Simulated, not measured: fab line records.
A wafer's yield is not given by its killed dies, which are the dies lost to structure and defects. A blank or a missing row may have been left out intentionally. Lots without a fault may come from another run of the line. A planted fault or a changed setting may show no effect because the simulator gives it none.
Which tool did it? || flow n5Finfet || Sampling: 11 lots, 33 wafers, 5 of 1938 route steps

WHAT EACH GAUGE READ, for each wafer
N5_BEOL_M4_RC_MEAS_101. Usual: DIBL_N 37.2 mV/V, standard deviation 1.9; DIBL_P 37.3 mV/V, standard deviation 2.2; IOFF_N 0.18 nA/um, standard deviation 0.038; IOFF_P 0.22 nA/um, standard deviation 0.039; ION_N 678 uA/um, standard deviation 11; ION_P 462 uA/um, standard deviation 6.9; SS_N 71.8 mV/dec, standard deviation 0.68; SS_P 73.5 mV/dec, standard deviation 0.65; VT_N 249 mV, standard deviation 3.4; VT_P -250 mV, standard deviation 3.2.
{"lot": "L822", "measured": "day 8 10:58", "on": "prober-01", "DIBL_N (mV/V)": "39.7 36.8 35.2", "DIBL_P (mV/V)": "40.5 36.0 35.4", "IOFF_N (nA/um)": "0.22 0.15 0.14", "IOFF_P (nA/um)": "0.25 0.18 0.17", "ION_N (uA/um)": "690 654 673", "ION_P (uA/um)": "461 450 455", "SS_N (mV/dec)": "72.7 71.7 72.3", "SS_P (mV/dec)": "73.3 73.0 72.4", "VT_N (mV)": "246 254 251", "VT_P (mV)": "-250 -252 -254", "flag": ""}
{"lot": "L823", "measured": "day 8 11:19", "on": "prober-02", "DIBL_N (mV/V)": "35.0 38.2 34.7", "DIBL_P (mV/V)": "34.6 37.9 35.4", "IOFF_N (nA/um)": "0.13 0.20 0.14", "IOFF_P (nA/um)": "0.15 0.20 0.17", "ION_N (uA/um)": "660 669 677", "ION_P (uA/um)": "449 449 458", "SS_N (mV/dec)": "71.1 71.7 71.3", "SS_P (mV/dec)": "72.9 72.7 73.3", "VT_N (mV)": "250 247 250", "VT_P (mV)": "-255 -252 -252", "flag": ""}
{"lot": "L827", "measured": "day 9 17:16", "on": "prober-01", "DIBL_N (mV/V)": "37.4 36.9 35.6", "DIBL_P (mV/V)": "40.0 38.2 36.7", "IOFF_N (nA/um)": "0.20 0.19 0.16", "IOFF_P (nA/um)": "0.25 0.23 0.20", "ION_N (uA/um)": "686 676 679", "ION_P (uA/um)": "475 465 457", "SS_N (mV/dec)": "72.4 72.2 71.0", "SS_P (mV/dec)": "73.3 74.3 73.1", "VT_N (mV)": "244 249 251", "VT_P (mV)": "-247 -250 -250", "flag": ""}
{"lot": "L828", "measured": "day 9 20:22", "on": "prober-01", "DIBL_N (mV/V)": "35.6 35.2 36.8", "DIBL_P (mV/V)": "35.4 34.8 37.2", "IOFF_N (nA/um)": "0.15 0.15 0.17", "IOFF_P (nA/um)": "0.22 0.21 0.24", "ION_N (uA/um)": "672 685 679", "ION_P (uA/um)": "471 475 474", "SS_N (mV/dec)": "70.9 71.3 70.8", "SS_P (mV/dec)": "73.2 72.8 73.7", "VT_N (mV)": "252 249 248", "VT_P (mV)": "-246 -247 -247", "flag": ""}
{"lot": "L829", "measured": "day 10 01:36", "on": "prober-02", "DIBL_N (mV/V)": "36.3 40.0 40.3", "DIBL_P (mV/V)": "37.3 40.3 41.6", "IOFF_N (nA/um)": "0.16 0.22 0.21", "IOFF_P (nA/um)": "0.19 0.25 0.26", "ION_N (uA/um)": "690 683 684", "ION_P (uA/um)": "465 464 466", "SS_N (mV/dec)": "72.3 72.9 71.8", "SS_P (mV/dec)": "73.6 73.4 73.6", "VT_N (mV)": "252 249 246", "VT_P (mV)": "-254 -250 -247", "flag": ""}
{"lot": "L838", "measured": "day 12 03:13", "on": "prober-01", "DIBL_N (mV/V)": "34.7 35.3 36.2", "DIBL_P (mV/V)": "36.6 37.4 38.1", "IOFF_N (nA/um)": "0.16 0.17 0.19", "IOFF_P (nA/um)": "0.18 0.19 0.21", "ION_N (uA/um)": "681 684 682", "ION_P (uA/um)": "459 458 458", "SS_N (mV/dec)": "71.6 71.5 71.5", "SS_P (mV/dec)": "73.3 73.4 73.8", "VT_N (mV)": "251 246 251", "VT_P (mV)": "-253 -254 -250", "flag": ""}
{"lot": "L841", "measured": "day 13 03:50", "on": "prober-01", "DIBL_N (mV/V)": "37.6 37.7 37.3", "DIBL_P (mV/V)": "35.7 35.5 36.3", "IOFF_N (nA/um)": "0.16 0.17 0.16", "IOFF_P (nA/um)": "0.21 0.21 0.24", "ION_N (uA/um)": "677 670 677", "ION_P (uA/um)": "463 457 464", "SS_N (mV/dec)": "71.9 72.4 72.1", "SS_P (mV/dec)": "73.2 73.9 73.7", "VT_N (mV)": "249 247 248", "VT_P (mV)": "-249 -250 -250", "flag": ""}
{"lot": "L842", "measured": "day 13 04:33", "on": "prober-02", "DIBL_N (mV/V)": "36.8 36.7 37.4", "DIBL_P (mV/V)": "35.1 36.2 36.5", "IOFF_N (nA/um)": "0.17 0.17 0.21", "IOFF_P (nA/um)": "0.22 0.24 0.25", "ION_N (uA/um)": "677 682 691", "ION_P (uA/um)": "458 469 470", "SS_N (mV/dec)": "71.2 72.7 72.2", "SS_P (mV/dec)": "73.7 73.2 73.4", "VT_N (mV)": "248 248 244", "VT_P (mV)": "-248 -248 -245", "flag": ""}
{"lot": "L839", "measured": "day 13 12:16", "on": "prober-01", "DIBL_N (mV/V)": "40.8 36.7 35.3", "DIBL_P (mV/V)": "40.5 35.5 34.4", "IOFF_N (nA/um)": "0.26 0.16 0.14", "IOFF_P (nA/um)": "0.34 0.23 0.20", "ION_N (uA/um)": "694 684 660", "ION_P (uA/um)": "478 477 464", "SS_N (mV/dec)": "73.6 71.6 71.1", "SS_P (mV/dec)": "74.5 73.7 73.4", "VT_N (mV)": "240 246 250", "VT_P (mV)": "-242 -247 -249", "flag": ""}
{"lot": "L844", "measured": "day 13 13:22", "on": "prober-01", "DIBL_N (mV/V)": "37.2 37.0 35.9", "DIBL_P (mV/V)": "40.0 39.2 37.1", "IOFF_N (nA/um)": "0.18 0.17 0.14", "IOFF_P (nA/um)": "0.22 0.20 0.17", "ION_N (uA/um)": "668 673 655", "ION_P (uA/um)": "452 461 445", "SS_N (mV/dec)": "72.0 72.1 72.4", "SS_P (mV/dec)": "74.4 73.6 73.8", "VT_N (mV)": "250 250 254", "VT_P (mV)": "-251 -255 -255", "flag": ""}
{"lot": "L845", "measured": "day 13 22:26", "on": "prober-02", "DIBL_N (mV/V)": "35.6 33.3 37.0", "DIBL_P (mV/V)": "36.9 32.9 37.7", "IOFF_N (nA/um)": "0.16 0.11 0.18", "IOFF_P (nA/um)": "0.19 0.15 0.22", "ION_N (uA/um)": "669 655 678", "ION_P (uA/um)": "460 453 459", "SS_N (mV/dec)": "71.8 71.8 72.6", "SS_P (mV/dec)": "73.2 73.2 73.6", "VT_N (mV)": "251 257 248", "VT_P (mV)": "-253 -255 -250", "flag": ""}

TOOL THAT RAN EACH LOT (tool first, then ch and the chambers of the sampled wafers, then the start)
{"lot": "L822", "N5_BEOL_M4_SPUTTER_81": "pvdSputter-03, day 8 08:23", "N5_BEOL_M4_SPUTTER_86": "pvdSputter-03, day 8 08:37", "N5_BEOL_M4_ANNEAL_89": "pvdSputter-03, day 8 08:55", "N5_BEOL_M4_ANNEAL_91": "pvdSputter-03, day 8 09:08"}
{"lot": "L823", "N5_BEOL_M4_SPUTTER_81": "pvdSputter-02, day 8 08:42", "N5_BEOL_M4_SPUTTER_86": "pvdSputter-02, day 8 08:57", "N5_BEOL_M4_ANNEAL_89": "pvdSputter-02, day 8 09:17", "N5_BEOL_M4_ANNEAL_91": "pvdSputter-02, day 8 09:32"}
{"lot": "L827", "N5_BEOL_M4_SPUTTER_81": "pvdSputter-03, day 9 14:44", "N5_BEOL_M4_SPUTTER_86": "pvdSputter-03, day 9 14:58", "N5_BEOL_M4_ANNEAL_89": "pvdSputter-03, day 9 15:16", "N5_BEOL_M4_ANNEAL_91": "pvdSputter-03, day 9 15:29"}
{"lot": "L828", "N5_BEOL_M4_SPUTTER_81": "pvdSputter-03, day 9 17:49", "N5_BEOL_M4_SPUTTER_86": "pvdSputter-03, day 9 18:02", "N5_BEOL_M4_ANNEAL_89": "pvdSputter-03, day 9 18:20", "N5_BEOL_M4_ANNEAL_91": "pvdSputter-03, day 9 18:34"}
{"lot": "L829", "N5_BEOL_M4_SPUTTER_81": "pvdSputter-01, day 9 21:53", "N5_BEOL_M4_SPUTTER_86": "pvdSputter-01, day 9 22:06", "N5_BEOL_M4_ANNEAL_89": "pvdSputter-01, day 9 22:24", "N5_BEOL_M4_ANNEAL_91": "pvdSputter-01, day 9 22:37"}
{"lot": "L838", "N5_BEOL_M4_SPUTTER_81": "pvdSputter-01, day 12 00:32", "N5_BEOL_M4_SPUTTER_86": "pvdSputter-01, day 12 00:45", "N5_BEOL_M4_ANNEAL_89": "pvdSputter-01, day 12 01:03", "N5_BEOL_M4_ANNEAL_91": "pvdSputter-01, day 12 01:16"}
{"lot": "L841", "N5_BEOL_M4_SPUTTER_81": "pvdSputter-03, day 13 01:22", "N5_BEOL_M4_SPUTTER_86": "pvdSputter-03, day 13 01:35", "N5_BEOL_M4_ANNEAL_89": "pvdSputter-03, day 13 01:53", "N5_BEOL_M4_ANNEAL_91": "pvdSputter-03, day 13 02:07"}
{"lot": "L842", "N5_BEOL_M4_SPUTTER_81": "pvdSputter-02, day 13 01:52", "N5_BEOL_M4_SPUTTER_86": "pvdSputter-02, day 13 02:05", "N5_BEOL_M4_ANNEAL_89": "pvdSputter-02, day 13 02:23", "N5_BEOL_M4_ANNEAL_91": "pvdSputter-02, day 13 02:36"}
{"lot": "L839", "N5_BEOL_M4_SPUTTER_81": "pvdSputter-03, day 13 09:31", "N5_BEOL_M4_SPUTTER_86": "pvdSputter-03, day 13 09:44", "N5_BEOL_M4_ANNEAL_89": "pvdSputter-03, day 13 10:02", "N5_BEOL_M4_ANNEAL_91": "pvdSputter-03, day 13 10:15"}
{"lot": "L844", "N5_BEOL_M4_SPUTTER_81": "pvdSputter-01, day 13 10:42", "N5_BEOL_M4_SPUTTER_86": "pvdSputter-01, day 13 10:55", "N5_BEOL_M4_ANNEAL_89": "pvdSputter-01, day 13 11:13", "N5_BEOL_M4_ANNEAL_91": "pvdSputter-01, day 13 11:26"}
{"lot": "L845", "N5_BEOL_M4_SPUTTER_81": "pvdSputter-01, day 13 19:38", "N5_BEOL_M4_SPUTTER_86": "pvdSputter-01, day 13 19:51", "N5_BEOL_M4_ANNEAL_89": "pvdSputter-01, day 13 20:09", "N5_BEOL_M4_ANNEAL_91": "pvdSputter-01, day 13 20:22"}
- N5_BEOL_M4_SPUTTER_81: material Cu, target thk 4.5 nm, time 8.29 s.
- N5_BEOL_M4_SPUTTER_86: material Cu, target thk 4.5 nm, time 8.29 s.
- N5_BEOL_M4_ANNEAL_89: time 240 s.
- N5_BEOL_M4_ANNEAL_91: time 240 s.

WHAT THE TOOLS THEMSELVES READ (means of the sampled wafers that have a number; where no wafer has one, the mark that the record gives instead)
N5_BEOL_M4_SPUTTER_81. Usual: chuckGasFlowSccm 1.25 sccm, standard deviation 0.053; throttleValvePct 30.0 %, standard deviation 1.1.
{"lot": "L822", "tool": "pvdSputter-03", "chuckGasFlowSccm (sccm)": 1.26, "throttleValvePct (%)": 31.1, "flag": ""}
{"lot": "L823", "tool": "pvdSputter-02", "chuckGasFlowSccm (sccm)": 1.27, "throttleValvePct (%)": 30.9, "flag": ""}
{"lot": "L827", "tool": "pvdSputter-03", "chuckGasFlowSccm (sccm)": 1.27, "throttleValvePct (%)": 30.9, "flag": ""}
{"lot": "L828", "tool": "pvdSputter-03", "chuckGasFlowSccm (sccm)": 1.25, "throttleValvePct (%)": 31.0, "flag": ""}
{"lot": "L829", "tool": "pvdSputter-01", "chuckGasFlowSccm (sccm)": 1.24, "throttleValvePct (%)": 29.4, "flag": ""}
{"lot": "L838", "tool": "pvdSputter-01", "chuckGasFlowSccm (sccm)": 1.28, "throttleValvePct (%)": 29.7, "flag": ""}
{"lot": "L841", "tool": "pvdSputter-03", "chuckGasFlowSccm (sccm)": 1.25, "throttleValvePct (%)": 30.5, "flag": ""}
{"lot": "L842", "tool": "pvdSputter-02", "chuckGasFlowSccm (sccm)": 1.27, "throttleValvePct (%)": 29.2, "flag": ""}
{"lot": "L839", "tool": "pvdSputter-03", "chuckGasFlowSccm (sccm)": 1.21, "throttleValvePct (%)": 30.8, "flag": ""}
{"lot": "L844", "tool": "pvdSputter-01", "chuckGasFlowSccm (sccm)": 1.23, "throttleValvePct (%)": 29.6, "flag": ""}
{"lot": "L845", "tool": "pvdSputter-01", "chuckGasFlowSccm (sccm)": 1.22, "throttleValvePct (%)": 29.4, "flag": ""}

N5_BEOL_M4_SPUTTER_86. Usual: chuckGasFlowSccm 1.26 sccm, standard deviation 0.052; throttleValvePct 30.0 %, standard deviation 1.2.
{"lot": "L822", "tool": "pvdSputter-03", "chuckGasFlowSccm (sccm)": 1.26, "throttleValvePct (%)": 31.2, "flag": ""}
{"lot": "L823", "tool": "pvdSputter-02", "chuckGasFlowSccm (sccm)": 1.22, "throttleValvePct (%)": 30.8, "flag": ""}
{"lot": "L827", "tool": "pvdSputter-03", "chuckGasFlowSccm (sccm)": 1.28, "throttleValvePct (%)": 30.9, "flag": ""}
{"lot": "L828", "tool": "pvdSputter-03", "chuckGasFlowSccm (sccm)": 1.25, "throttleValvePct (%)": 31.0, "flag": ""}
{"lot": "L829", "tool": "pvdSputter-01", "chuckGasFlowSccm (sccm)": 1.25, "throttleValvePct (%)": 29.5, "flag": ""}
{"lot": "L838", "tool": "pvdSputter-01", "chuckGasFlowSccm (sccm)": 1.25, "throttleValvePct (%)": 29.7, "flag": ""}
{"lot": "L841", "tool": "pvdSputter-03", "chuckGasFlowSccm (sccm)": 1.27, "throttleValvePct (%)": 30.6, "flag": ""}
{"lot": "L842", "tool": "pvdSputter-02", "chuckGasFlowSccm (sccm)": 1.29, "throttleValvePct (%)": 29.2, "flag": ""}
{"lot": "L839", "tool": "pvdSputter-03", "chuckGasFlowSccm (sccm)": 1.28, "throttleValvePct (%)": 30.8, "flag": ""}
{"lot": "L844", "tool": "pvdSputter-01", "chuckGasFlowSccm (sccm)": 1.21, "throttleValvePct (%)": 29.6, "flag": ""}
{"lot": "L845", "tool": "pvdSputter-01", "chuckGasFlowSccm (sccm)": 1.24, "throttleValvePct (%)": 29.2, "flag": ""}

N5_BEOL_M4_ANNEAL_89. Usual: heaterPowerW 844 W, standard deviation 88; susceptorTempC 400.00 C, standard deviation 0.25.
{"lot": "L822", "tool": "pvdSputter-03", "heaterPowerW (W)": 817, "susceptorTempC (C)": 399.93, "flag": ""}
{"lot": "L823", "tool": "pvdSputter-02", "heaterPowerW (W)": 757, "susceptorTempC (C)": 400.04, "flag": ""}
{"lot": "L827", "tool": "pvdSputter-03", "heaterPowerW (W)": "-", "susceptorTempC (C)": "-", "flag": "OFF"}
{"lot": "L828", "tool": "pvdSputter-03", "heaterPowerW (W)": "-", "susceptorTempC (C)": "-", "flag": "OFF"}
{"lot": "L829", "tool": "pvdSputter-01", "heaterPowerW (W)": "-", "susceptorTempC (C)": "-", "flag": "OFF"}
{"lot": "L838", "tool": "pvdSputter-01", "heaterPowerW (W)": 797, "susceptorTempC (C)": 400.14, "flag": ""}
{"lot": "L841", "tool": "pvdSputter-03", "heaterPowerW (W)": 807, "susceptorTempC (C)": 400.04, "flag": ""}
{"lot": "L842", "tool": "pvdSputter-02", "heaterPowerW (W)": 934, "susceptorTempC (C)": 399.74, "flag": ""}
{"lot": "L839", "tool": "pvdSputter-03", "heaterPowerW (W)": 797, "susceptorTempC (C)": 399.88, "flag": ""}
{"lot": "L844", "tool": "pvdSputter-01", "heaterPowerW (W)": 904, "susceptorTempC (C)": 400.01, "flag": ""}
{"lot": "L845", "tool": "pvdSputter-01", "heaterPowerW (W)": 783, "susceptorTempC (C)": 400.19, "flag": ""}

N5_BEOL_M4_ANNEAL_91. Usual: heaterPowerW 847 W, standard deviation 89; susceptorTempC 400.01 C, standard deviation 0.2.
{"lot": "L822", "tool": "pvdSputter-03", "heaterPowerW (W)": 817, "susceptorTempC (C)": 399.83, "flag": ""}
{"lot": "L823", "tool": "pvdSputter-02", "heaterPowerW (W)": 785, "susceptorTempC (C)": 399.95, "flag": ""}
{"lot": "L827", "tool": "pvdSputter-03", "heaterPowerW (W)": 816, "susceptorTempC (C)": 399.91, "flag": ""}
{"lot": "L828", "tool": "pvdSputter-03", "heaterPowerW (W)": 843, "susceptorTempC (C)": 400.12, "flag": ""}
{"lot": "L829", "tool": "pvdSputter-01", "heaterPowerW (W)": 864, "susceptorTempC (C)": 399.91, "flag": ""}
{"lot": "L838", "tool": "pvdSputter-01", "heaterPowerW (W)": 812, "susceptorTempC (C)": 399.65, "flag": ""}
{"lot": "L841", "tool": "pvdSputter-03", "heaterPowerW (W)": 813, "susceptorTempC (C)": 399.99, "flag": ""}
{"lot": "L842", "tool": "pvdSputter-02", "heaterPowerW (W)": 926, "susceptorTempC (C)": 400.20, "flag": ""}
{"lot": "L839", "tool": "pvdSputter-03", "heaterPowerW (W)": 814, "susceptorTempC (C)": 400.03, "flag": ""}
{"lot": "L844", "tool": "pvdSputter-01", "heaterPowerW (W)": 901, "susceptorTempC (C)": 399.99, "flag": ""}
{"lot": "L845", "tool": "pvdSputter-01", "heaterPowerW (W)": 777, "susceptorTempC (C)": 400.07, "flag": ""}

THE ANSWER, worked out from the rows above alone
Rule: a lot is off if the mean of its wafers that have a number lies more than 3 standard deviations from the usual mean. A lot without any number at a reading at which 4 lots or more have one is off too. The other lots that the step has rows for count as sound. The gauges are gone through in route order, then the tools' own readings, and for those a lot's mean is taken as printed above. The first step at which some lot is off is used, and at that step the reading that is off furthest; a lot without a number counts as furthest.
Off at N5_BEOL_M4_ANNEAL_89 (heaterPowerW): L827, L828, L829. Without a number there: L827, L828, L829.
If a tool, at that step or one of the process steps before it, ran each lot that is off and ran no sound lot following the first of them, it fits. No candidate that was tried fits.

WHAT WAS PUT IN BY THE SIMULATOR
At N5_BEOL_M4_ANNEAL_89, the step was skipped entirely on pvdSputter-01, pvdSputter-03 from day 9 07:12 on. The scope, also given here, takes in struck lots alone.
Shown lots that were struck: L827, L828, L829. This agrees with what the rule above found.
